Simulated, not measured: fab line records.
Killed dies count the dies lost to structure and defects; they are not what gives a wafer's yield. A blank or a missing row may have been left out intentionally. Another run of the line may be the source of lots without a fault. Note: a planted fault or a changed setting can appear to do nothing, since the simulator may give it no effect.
Matching of chambers -- flow nand harc -- NHARC_A_STAIRCASE_DESCUM_11 on rie diel-07 has 4 sister chambers
The step chemistry O2, time 3 s. 4 wafers are shown with their chamber, then 10 later ones without.

EACH WAFER AND ITS CHAMBER
wafer,chamber,showerhead plenum p Torr (Torr)
L080.6,3,1.96
L081.1,1,1.80
L089.1,2,1.99
L089.4,0,1.83

WAFERS MISSING THEIR CHAMBER
wafer,showerhead plenum p Torr (Torr)
L089.5,1.99
L088.2,1.99
L088.4,1.83
L088.5,1.83
L095.3,1.83
L095.4,1.79
L095.6,1.83
L094.2,1.95
L094.3,1.79
L094.4,1.83

CHAMBER TAKEN BY EACH
wafer,from the rows above,in truth
L089.5,2,2
L088.2,2,2
L088.4,0,0
L088.5,0,0
L095.3,0,0
L095.4,1,1
L095.6,0,0
L094.2,3,3
L094.3,1,1
L094.4,0,0
Correct placement for 10 of the 10. Not placeable from these rows: 0. Wrongly placed: 0.
How it was worked out, from the rows above alone: a wafer's distance from a chamber is the root of the sum, over the readings, of the square of ((its reading less the chamber's mean) divided by the reading's scatter). If the next closest chamber is less than 2 further off than the closest, the wafer can't be placed; otherwise it belongs to the closest. The mean given for a chamber averages the wafers shown for that chamber. The scatter (one wafer shown for each chamber): square how far every hidden wafer sits from the nearest shown wafer, average those squares and take the square root.
